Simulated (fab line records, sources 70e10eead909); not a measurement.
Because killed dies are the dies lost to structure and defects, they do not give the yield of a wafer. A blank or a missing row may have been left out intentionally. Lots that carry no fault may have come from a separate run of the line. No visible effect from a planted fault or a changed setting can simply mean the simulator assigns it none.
fab line records    flow nand_harc
record: lots: 12  wafers: 36  last_day: 29
route steps=1159 shown A_STAIRCASE@613 END@1159
lots untouched by any fault: they come from a run of this same line in which no faults occurred
start_h: hours from the record's first day to the start of the lot's first wafer shown    wait_h: hours from the lot's prior step to this one    " identical to the entry in the row above    L1.1+2: a row that stands for several wafers    - value missing, or start not given    * or withheld: withheld    < > ~ a bound
route shown NAME@n: names a module that has steps shown in the file, with the first one's number in the route    usual: the fault-free wafers' mean and standard deviation    same: alike in all rows    chamber/n: place in a boat    sites: per-site readings    _std_site: standard deviation across them    _edge_site: the outer-site mean with the inner-site mean subtracted    radius_mm: for every site, how far away it sits from the centre of the wafer    mask NAME#n: copy n    behind: the tool/chamber that last shaped the wafer    hold: why the lot was held/for how many hours/how that ended    device: the n, p or np transistor that did not switch    end of line: at the end of the route, the tests of the same wafers    step lacking rows: just its recipe    killed: at the first sort, the dies lost to defects and structure; wafer yield is something else    map: the dies of a wafer, with x for killed, . for not killed, _ for no die there
set.NAME: the setting the step ran with; set.NAME@STEP: the setting that earlier step ran with    model.NAME: the simulator's own value behind a step, which no gauge read
a sample of lots followed through the steps of the route, with each step as a table and each wafer as a row
services: when a tool's chamber went out of use (start_h, in hours from the record's first day, below 0 if earlier), for how many hours, and the reason
== steps ==
step: NHARC_A_STAIRCASE_DESCUM_219
recipe: time_s: 3  o2_flow_sccm: 200  ar_flow_sccm: 0  bias_power_w: 0  chemistry: O2
usual: drypump_motor_current_A: 5.8/0.48  oes_product_au: 0.999/0.01  rf_vpp_V: 57.9/0.93  showerhead_plenum_p_Torr: 1.94/0.084  throttle_valve_pct: 11.312/0.0091
same: bias_power_w: 0
lot.wafer  tool         chamber  start_h  wait_h  drypump_motor_current_A  oes_product_au  rf_hours_counter_h  rf_vpp_V  showerhead_plenum_p_Torr  throttle_valve_pct
L773.3     rie_diel-04  2        307.70   -       6.4                      1.008           2                   59.0      1.94                      11.324
L773.1     "            1        "        "       5.4                      1.013           5                   59.4      1.95                      11.294
L773.6     "            2        "        "       6.5                      1.014           -                   59.4      1.94                      11.324
L769.1     rie_diel-04  2        311.46   -       6.4                      1.007           4                   58.8      1.94                      11.315
L769.5     "            1        "        "       5.4                      1.013           -                   57.2      1.95                      11.331
L769.6     "            2        "        "       6.4                      1.005           -                   56.3      1.94                      11.295
L771.1     rie_diel-11  1        316.57   -       5.8                      1.018           22                  57.9      1.98                      11.308
L771.2     "            0        "        "       6.1                      1.012           35                  59.0      2.06                      11.304
L771.6     "            1        "        "       5.8                      1.009           -                   57.5      1.98                      11.308
L770.2     rie_diel-05  2        317.21   -       6.5                      0.993           40                  58.4      1.99                      11.317
L770.1     "            0        "        "       5.3                      1.008           37                  58.2      1.92                      11.309
L770.5     "            2        "        "       6.5                      0.998           -                   59.5      1.99                      11.321
L776.3     rie_diel-04  0        327.08   -       6.4                      1.008           17                  57.9      1.84                      11.296
L776.2     "            1        "        "       5.4                      1.004           16                  57.8      1.95                      11.322
L776.6     "            3        "        "       5.1                      0.986           -                   58.4      2.06                      11.314
L780.2     rie_diel-05  2        333.61   -       6.4                      0.994           50                  58.9      1.99                      11.317
L780.1     "            3        "        "       5.5                      0.997           49                  57.0      1.83                      11.296
L780.6     "            3        "        "       5.5                      1.007           -                   57.3      1.83                      11.318
L781.1     rie_diel-11  0        341.56   -       6.1                      1.004           53                  57.0      2.06                      11.328
L781.3     "            2        "        "       5.9                      0.970           47                  58.5      1.79                      11.310
L781.5     "            0        "        "       6.1                      0.997           -                   58.9      2.06                      11.312
L785.2     rie_diel-11  3        351.32   -       5.4                      0.988           58                  57.3      1.94                      11.315
L785.1     "            1        "        "       5.9                      1.007           46                  57.7      1.97                      11.306
L785.6     "            3        "        "       5.3                      0.983           -                   58.0      1.94                      11.310
L786.4     rie_diel-05  1        351.96   -       6.1                      1.001           1                   57.5      1.87                      11.313
L786.6     "            3        "        "       5.5                      0.997           -                   58.3      1.83                      11.301
L786.5     "            0        "        "       5.2                      0.991           -                   59.0      1.92                      11.310
L790.2     rie_diel-11  0        358.35   -       6.0                      0.998           63                  57.6      2.06                      11.299
L790.5     "            2        "        "       5.8                      0.975           -                   57.4      1.78                      11.306
L790.4     "            1        "        "       5.8                      1.005           -                   57.1      1.97                      11.303
L789.1     rie_diel-04  0        359.46   -       6.4                      1.003           38                  58.3      1.83                      11.319
L789.3     "            1        "        "       5.4                      0.998           37                  56.6      1.94                      11.299
L789.6     "            2        "        "       6.4                      0.997           -                   57.5      1.93                      11.290
L791.1     rie_diel-04  3        380.35   -       5.1                      1.000           49                  58.5      2.05                      11.330
L791.4     "            0        "        "       6.4                      1.007           50                  57.5      1.83                      11.290
L791.5     "            2        "        "       6.4                      1.006           -                   58.5      1.93                      11.319
step: NHARC_A_STAIRCASE_TRIM_226
recipe: time_s: 211.2  o2_flow_sccm: 500  ar_flow_sccm: 0  bias_w: 0  chemistry: O2
usual: drypump_motor_current_A: 5.8/0.47  oes_product_au: 0.998/0.0092  rf_vpp_V: 57.8/0.96  showerhead_plenum_p_Torr: 3.57/0.14  throttle_valve_pct: 17.034/0.0086
lot.wafer  tool         chamber  start_h  wait_h  drypump_motor_current_A  oes_product_au  rf_hours_counter_h  rf_vpp_V  showerhead_plenum_p_Torr  throttle_valve_pct
L773.3     rie_diel-04  2        -        -       6.4                      0.997           2                   57.2      3.58                      17.035
L773.1     "            3        "        "       5.1                      0.996           5                   58.3      3.78                      17.018
L773.6     "            1        "        "       5.4                      1.010           -                   58.6      3.59                      17.046
L769.1     rie_diel-04  1        -        -       5.4                      1.009           7                   59.4      3.59                      17.042
L769.5     "            3        "        "       5.1                      0.991           -                   58.6      3.78                      17.023
L769.6     "            0        "        "       6.5                      0.998           -                   57.5      3.41                      17.026
L771.2     rie_diel-11  0        -        -       6.1                      0.999           36                  58.9      3.79                      17.029
L771.1     "            2        "        "       5.9                      0.984           31                  56.9      3.32                      17.019
L771.6     "            3        "        "       5.3                      0.998           -                   57.1      3.59                      17.038
L770.2     rie_diel-05  0        -        -       5.3                      1.000           38                  57.2      3.55                      17.041
L770.1     "            3        "        "       5.5                      0.998           40                  56.3      3.39                      17.022
L770.5     "            0        "        "       5.3                      0.989           -                   58.9      3.55                      17.036
L776.2     rie_diel-04  0        -        -       6.4                      1.007           18                  59.2      3.40                      17.028
L776.3     "            2        "        "       6.5                      1.002           14                  57.1      3.57                      17.029
L776.6     "            0        "        "       6.4                      1.010           -                   58.0      3.40                      17.025
L780.2     rie_diel-05  1        -        -       6.1                      1.004           47                  57.1      3.46                      17.028
L780.1     "            2        "        "       6.5                      1.001           51                  58.0      3.66                      17.031
L780.6     "            2        "        "       6.5                      0.996           -                   57.5      3.66                      17.017
L781.3     rie_diel-11  1        -        -       5.8                      1.016           43                  58.2      3.63                      17.035
L781.1     "            2        "        "       5.9                      0.977           49                  57.8      3.31                      17.028
L781.5     "            3        "        "       5.3                      0.993           -                   59.6      3.58                      17.035
L785.2     rie_diel-11  3        -        -       5.3                      0.995           58                  59.3      3.58                      17.047
L785.1     "            1        "        "       5.9                      1.000           47                  58.0      3.63                      17.027
L785.6     "            2        "        "       5.9                      0.985           -                   56.2      3.31                      17.021
L786.4     rie_diel-05  2        -        -       6.5                      0.991           1                   56.8      3.66                      17.021
L786.6     "            0        "        "       5.3                      0.989           -                   57.0      3.54                      17.025
L786.5     "            1        "        "       6.1                      0.999           -                   56.7      3.46                      17.044
L790.2     rie_diel-11  0        -        -       6.1                      1.001           63                  57.9      3.77                      17.043
L790.4     "            2        "        "       5.9                      0.983           -                   57.0      3.30                      17.041
L790.5     "            0        "        "       6.1                      1.000           -                   58.6      3.77                      17.048
L789.1     rie_diel-04  1        -        -       5.4                      0.997           37                  56.6      3.58                      17.047
L789.3     "            2        "        "       6.4                      1.006           33                  57.5      3.56                      17.047
L789.6     "            0        "        "       6.4                      0.996           -                   57.0      3.39                      17.039
L791.1     rie_diel-04  2        -        -       6.4                      1.005           42                  58.3      3.56                      17.047
L791.4     "            3        "        "       5.1                      0.996           49                  59.4      3.76                      17.042
L791.5     "            1        "        "       5.4                      1.004           -                   57.8      3.57                      17.032
step: NHARC_A_STAIRCASE_ETCH_230
recipe: target_depth_a: 1000  time_s: 40.5  ion_energy_ev: 400  c4f8_flow_sccm: 20  o2_flow_sccm: 10  ar_flow_sccm: withheld  rf_w: 600  bias_w: 1000  chemistry: C4F8/O2
usual: oes_product_au: 0.943/0.016  rf_vpp_V: 897/5.2  run_length_s: 61.8/0.45
lot.wafer  tool         chamber  start_h  wait_h  oes_product_au  rf_hours_counter_h  rf_vpp_V  run_length_s
L773.3     rie_diel-04  0        309.15   -       0.968           6                   892       62.0
L773.1     "            1        "        "       0.954           6                   898       62.0
L773.6     "            2        "        "       0.948           -                   898       62.3
L769.1     rie_diel-05  1        313.11   -       0.946           34                  894       62.5
L769.6     "            0        "        "       0.937           -                   895       61.8
L769.5     "            1        "        "       0.941           -                   893       62.6
L771.1     rie_diel-11  0        318.04   -       0.946           36                  905       61.7
L771.2     "            2        "        "       0.927           32                  888       61.2
L771.6     "            1        "        "       0.961           -                   901       61.4
L770.1     rie_diel-05  0        319.30   -       0.932           38                  896       62.1
L770.2     "            3        "        "       0.944           41                  890       62.1
L770.5     "            1        "        "       0.933           -                   894       62.0
L776.3     rie_diel-11  1        328.84   -       0.969           29                  900       61.3
L776.2     "            3        "        "       0.934           43                  899       74.8
L776.6     "            1        "        "       0.973           -                   900       61.3
L780.1     rie_diel-11  0        335.23   -       0.936           48                  905       61.8
L780.2     "            2        "        "       0.932           42                  888       73.4
L780.6     "            0        "        "       0.938           -                   904       62.3
L781.1     rie_diel-11  0        347.52   -       0.934           56                  905       61.8
L781.3     "            1        "        "       0.933           44                  899       61.8
L781.5     "            1        "        "       0.934           -                   900       73.7
L785.1     rie_diel-05  2        352.90   -       0.954           1                   901       61.5
L785.2     "            0        "        "       0.938           1                   895       61.8
L785.6     "            1        "        "       0.934           -                   894       62.2
L786.4     rie_diel-05  3        353.34   -       0.940           1                   890       62.1
L786.6     "            1        "        "       0.938           -                   893       62.1
L786.5     "            2        "        "       0.926           -                   900       61.7
L790.4     rie_diel-05  3        359.83   -       0.964           3                   892       61.9
L790.2     "            1        "        "       0.989           4                   893       62.0
L790.5     "            2        "        "       0.973           -                   901       61.5
L789.1     rie_diel-04  0        360.76   -       0.950           39                  890       61.8
L789.3     "            3        "        "       0.939           37                  906       61.7
L789.6     "            1        "        "       0.951           -                   898       62.0
L791.4     rie_diel-04  1        381.69   -       0.942           46                  897       62.3
L791.1     "            3        "        "       0.945           50                  905       61.8
L791.5     "            1        "        "       0.955           -                   898       61.8
step: NHARC_A_STAIRCASE_ETCH_232
recipe: target_depth_a: 1000  time_s: 40.5  ion_energy_ev: 400  c4f8_flow_sccm: 20  o2_flow_sccm: 10  ar_flow_sccm: withheld  rf_w: 600  bias_w: 1000  chemistry: C4F8/O2
usual: oes_product_au: 0.936/0.013  rf_vpp_V: 897/5.3  run_length_s: 61.8/0.5
lot.wafer  tool         chamber  start_h  wait_h  oes_product_au  rf_hours_counter_h  rf_vpp_V  run_length_s
L773.3     rie_diel-04  2        -        -       0.936           3                   900       61.6
L773.1     "            0        "        "       0.949           6                   892       61.7
L773.6     "            2        "        "       0.937           -                   897       62.0
L769.1     rie_diel-05  0        -        -       0.939           35                  896       62.5
L769.5     "            2        "        "       0.936           -                   901       61.5
L769.6     "            3        "        "       0.948           -                   890       61.6
L771.2     rie_diel-11  0        -        -       0.948           36                  904       62.6
L771.1     "            3        "        "       0.937           36                  898       62.2
L771.6     "            1        "        "       0.940           -                   900       61.1
L770.2     rie_diel-05  3        -        -       0.935           41                  891       61.5
L770.1     "            0        "        "       0.929           39                  896       61.9
L770.5     "            2        "        "       0.928           -                   901       62.3
L776.2     rie_diel-11  3        -        -       0.943           44                  899       62.6
L776.3     "            0        "        "       0.938           43                  904       62.1
L776.6     "            3        "        "       0.930           -                   898       62.5
L780.2     rie_diel-11  1        -        -       0.941           35                  899       61.1
L780.1     "            2        "        "       0.914           43                  889       60.8
L780.6     "            2        "        "       0.917           -                   889       60.8
L781.1     rie_diel-11  2        -        -       0.907           52                  887       60.8
L781.3     "            3        "        "       0.927           56                  897       62.7
L781.5     "            3        "        "       0.927           -                   898       62.8
L785.1     rie_diel-05  0        -        -       0.929           2                   896       61.8
L785.2     "            2        "        "       0.945           1                   901       61.8
L785.6     "            0        "        "       0.942           -                   895       62.4
L786.4     rie_diel-05  0        -        -       0.936           2                   897       61.8
L786.5     "            0        "        "       0.933           -                   896       62.0
L786.6     "            1        "        "       0.947           -                   893       62.1
L790.2     rie_diel-05  2        -        -       0.960           3                   900       61.5
L790.4     "            0        "        "       0.936           4                   898       61.9
L790.5     "            1        "        "       0.951           -                   893       62.3
L789.1     rie_diel-04  2        -        -       0.950           33                  898       61.9
L789.3     "            3        "        "       0.935           37                  905       62.2
L789.6     "            1        "        "       0.940           -                   898       62.3
L791.1     rie_diel-04  1        -        -       0.943           47                  899       61.9
L791.4     "            2        "        "       0.942           43                  897       62.1
L791.5     "            1        "        "       0.940           -                   895       62.0
step: NHARC_END_SORT_01
recipe: temp_c: 25
usual: killed_at_array: 29/11  killed_at_other: 0.5/0.85  killed_at_periphery: 3.0/2.3  killed_dies: 33/12  killed_open: 3.3/1.9  killed_short: 2.0/1.5
same: gross_dies: 677
lot.wafer  tool       chamber  start_h  wait_h  killed_at_array  killed_at_other  killed_at_periphery  killed_dies  killed_open  killed_short
L776.2     prober-01  0        604.08   2.8     676              0                1                    677          3            2
L776.3     prober-01  0        604.85   3.0     37               1                2                    40           6            3
L776.6     prober-01  0        607.17   3.9     41               0                0                    41           7            0
L780.1     prober-02  0        623.10   2.5     16               0                2                    18           2            3
L780.2     prober-02  0        623.91   2.8     677              0                0                    677          1            2
L780.6     prober-02  0        627.15   4.0     25               0                2                    27           3            2
L786.4     prober-01  0        636.76   3.4     34               0                7                    41           2            0
L786.5     prober-01  0        637.55   3.7     34               0                11                   45           1            2
L786.6     prober-01  0        638.34   3.9     37               0                5                    42           4            4
L790.2     prober-01  0        643.00   2.8     44               0                3                    47           1            1
L790.4     prober-01  0        644.60   3.4     52               1                6                    59           2            0
L781.1     prober-02  0        654.24   2.5     42               0                4                    46           7            4
L781.3     prober-02  0        655.84   3.1     47               0                3                    50           10           0
L781.5     prober-02  0        657.44   3.7     675              0                2                    677          2            1
L791.5     prober-02  0        688.65   3.7     32               0                4                    36           7            2
killed by level:class
L776.2 A_STAIRCASE:area_etch=640 A_SLIT:chamber_film_flake=14 A_CHANNEL_HOLE_D1:chamber_film_flake=13 A_CONTACT:chamber_film_flake=3 P_CONTACT:geometric_particle:short=1 A_CHANNEL_HOLE_D1:geometric_particle:open=1 A_CHANNEL_FILL_D1:geometric_particle:open=1 A_WL_FILL:geometric_particle:short=1
L776.3 A_CHANNEL_HOLE_D1:chamber_film_flake=13 A_SLIT:chamber_film_flake=11 A_CONTACT:chamber_film_flake=3 A_CHANNEL_FILL_D1:geometric_particle:open=2 A_WL_FILL:geometric_particle:short=2 A_CONTACT:geometric_particle:open=2 P_M2:geometric_particle:open=1 A_BLC:geometric_particle:short=1
L776.6 A_CHANNEL_HOLE_D1:chamber_film_flake=16 A_SLIT:chamber_film_flake=13 A_STAIRCASE:chamber_film_flake=4 A_CONTACT:geometric_particle:open=3 A_SGD_CUT:geometric_particle:open=2 A_BLC:geometric_particle:open=2 A_ZERO_WELL:chamber_film_flake=1
L780.1 A_STAIRCASE:chamber_film_flake=5 A_CONTACT:chamber_film_flake=5 A_CHANNEL_HOLE_D1:chamber_film_flake=2 P_GATE:geometric_particle:short=1 A_ONON_D1:geometric_particle:open=1 A_CHANNEL_HOLE_D1:geometric_particle:short=1 A_CHANNEL_FILL_D1:geometric_particle:open=1 A_SGD_CUT:geometric_particle:short=1
L780.2 A_STAIRCASE:area_etch=655 A_STAIRCASE:chamber_film_flake=10 A_CHANNEL_HOLE_D1:chamber_film_flake=4 A_CONTACT:chamber_film_flake=4 A_CHANNEL_HOLE_D1:geometric_particle:short=1 A_SGD_CUT:geometric_particle:short=1 A_CONTACT:geometric_particle:open=1 A_ZERO_WELL:chamber_film_flake=1
L780.6 A_STAIRCASE:chamber_film_flake=9 A_CONTACT:chamber_film_flake=5 P_CONTACT:geometric_particle:open=2 A_SGD_CUT:geometric_particle:short=2 A_CHANNEL_HOLE_D1:chamber_film_flake=2 A_SLIT:chamber_film_flake=2 A_ONON_D1:geometric_particle:open=1 A_WL_FILL:chamber_film_flake=1
L786.4 A_SLIT:chamber_film_flake=17 A_CHANNEL_HOLE_D1:chamber_film_flake=8 A_STAIRCASE:chamber_film_flake=7 P_CONTACT:chamber_film_flake=6 P_CONTACT:geometric_particle:open=1 A_SOURCE_PLATE:geometric_particle:open=1 A_CHANNEL_FILL_D1:chamber_film_flake=1
L786.5 A_SLIT:chamber_film_flake=23 P_CONTACT:chamber_film_flake=8 A_CHANNEL_HOLE_D1:chamber_film_flake=4 A_CONTACT:chamber_film_flake=3 A_STAIRCASE:chamber_film_flake=2 P_M0:geometric_particle:short=1 P_M0:geometric_particle:open=1 A_CHANNEL_FILL_D1:geometric_particle:short=1
L786.6 A_SLIT:chamber_film_flake=12 A_CHANNEL_HOLE_D1:chamber_film_flake=10 A_CONTACT:chamber_film_flake=4 A_CHANNEL_FILL_D1:geometric_particle:short=2 P_STI:chamber_film_flake=2 P_CONTACT:chamber_film_flake=2 A_STAIRCASE:chamber_film_flake=2 P_CONTACT:geometric_particle:open=1
L790.2 A_CHANNEL_HOLE_D1:chamber_film_flake=17 A_SLIT:chamber_film_flake=16 A_CONTACT:chamber_film_flake=5 A_STAIRCASE:chamber_film_flake=3 P_STI:chamber_film_flake=2 P_CONTACT:geometric_particle:short=1 A_ONON_D1:geometric_particle:open=1 A_CHANNEL_FILL_D1:chamber_film_flake=1
L790.4 A_SLIT:chamber_film_flake=18 A_CHANNEL_HOLE_D1:chamber_film_flake=16 A_STAIRCASE:chamber_film_flake=5 A_CHANNEL_FILL_D1:chamber_film_flake=4 P_STI:chamber_film_flake=4 A_CONTACT:chamber_film_flake=4 A_ZERO_WELL:chamber_film_flake=2 A_BLC:geometric_particle:open=1
L781.1 A_SLIT:chamber_film_flake=18 A_CHANNEL_HOLE_D1:chamber_film_flake=13 A_CONTACT:chamber_film_flake=2 P_CONTACT:geometric_particle:open=1 P_M0:geometric_particle:open=1 P_M1:geometric_particle:open=1 P_M1:geometric_particle:short=1 A_ONON_D1:geometric_particle:open=1
L781.3 A_SLIT:chamber_film_flake=19 A_CHANNEL_HOLE_D1:chamber_film_flake=14 A_CONTACT:geometric_particle:open=4 A_CONTACT:chamber_film_flake=4 A_ONON_D1:geometric_particle:open=3 P_M0:geometric_particle:open=1 A_CHANNEL_FILL_D1:geometric_particle:open=1 A_WL_FILL:geometric_particle:open=1
L781.5 A_STAIRCASE:area_etch=626 A_SLIT:chamber_film_flake=24 A_CHANNEL_HOLE_D1:chamber_film_flake=21 A_STAIRCASE:chamber_film_flake=2 P_CONTACT:geometric_particle:open=1 A_SGD_CUT:geometric_particle:short=1 A_CONTACT:geometric_particle:open=1 P_GATE:chamber_film_flake=1
L791.5 A_SLIT:chamber_film_flake=16 A_CHANNEL_HOLE_D1:chamber_film_flake=5 A_CONTACT:geometric_particle:open=2 P_STI:chamber_film_flake=2 A_STAIRCASE:chamber_film_flake=2 P_GATE:geometric_particle:open=1 P_M2:geometric_particle:open=1 A_SOURCE_PLATE:geometric_particle:open=1
== services ==
tool         chamber  start_h  hours  kind
rie_diel-04  -        289.00   9.0    pm
rie_diel-04  0        289.00   9.0    vent_cycle
rie_diel-04  1        289.00   9.0    vent_cycle
rie_diel-04  2        289.00   14.0   vent_cycle
rie_diel-04  3        289.00   9.0    vent_cycle
rie_diel-05  0        295.73   -      clean
rie_diel-05  1        295.73   -      clean
rie_diel-05  2        295.73   -      clean
rie_diel-05  3        295.73   -      clean
rie_diel-11  0        296.68   -      clean
rie_diel-11  1        296.68   -      clean
rie_diel-11  2        296.68   -      clean
rie_diel-11  3        296.68   -      clean
rie_diel-04  0        298.00   -      clean
rie_diel-04  1        298.00   -      clean
rie_diel-04  3        298.00   -      clean
rie_diel-05  1        303.01   3.9    repair
rie_diel-11  1        307.64   8.5    repair
rie_diel-05  0        320.23   -      clean
rie_diel-05  1        320.23   -      clean
rie_diel-05  2        320.23   -      clean
rie_diel-05  3        320.23   -      clean
rie_diel-05  -        341.18   9.0    pm
rie_diel-11  -        367.63   9.0    pm
== key ==
first_sign: step: NHARC_A_STAIRCASE_ETCH_230  reading: run_length_s  direction: up  sigmas: 27  usual: *  struck: *
effect: step: NHARC_END_SORT_01  reading: killed_at_array  direction: up  sigmas: 60  usual: 29  struck: 676
more_kills_born_at: NHARC_A_STAIRCASE_ETCH_230@rie_diel-11: 1921
met_at NHARC_A_STAIRCASE_ETCH_230
struck_lots L776,L780,L781
struck_wafers L776.2,L780.2,L781.5
later_rows_left_out L776.2,L780.2,L781.5
tester_left_out L776,L780,L781
not_acting_at NHARC_A_STAIRCASE_DESCUM_219,NHARC_A_STAIRCASE_TRIM_226,NHARC_A_STAIRCASE_ETCH_232
onset_between 318.04 328.84
fault: kind: process_parameter_drift  tool: rie_diel-11  chamber: -  onset_h: 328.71  steps: NHARC_A_STAIRCASE_ETCH_230  channel: time_s  offset: *  shape: step  end_h: 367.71  scope: struck_wafers_only  acts_in: *  stated: *
tester_left_out: of these lots the tester's yield and bins aren't shown, on N5 and GAA mostly nor the transistor test; their killed dies are dies lost to structure and defects alone, not to doping, threshold or leakage, so they don't give the yield
later_rows_left_out: the simulator's readings of these wafers behind a module that went badly wrong aren't trusted and aren't shown, but for the sort
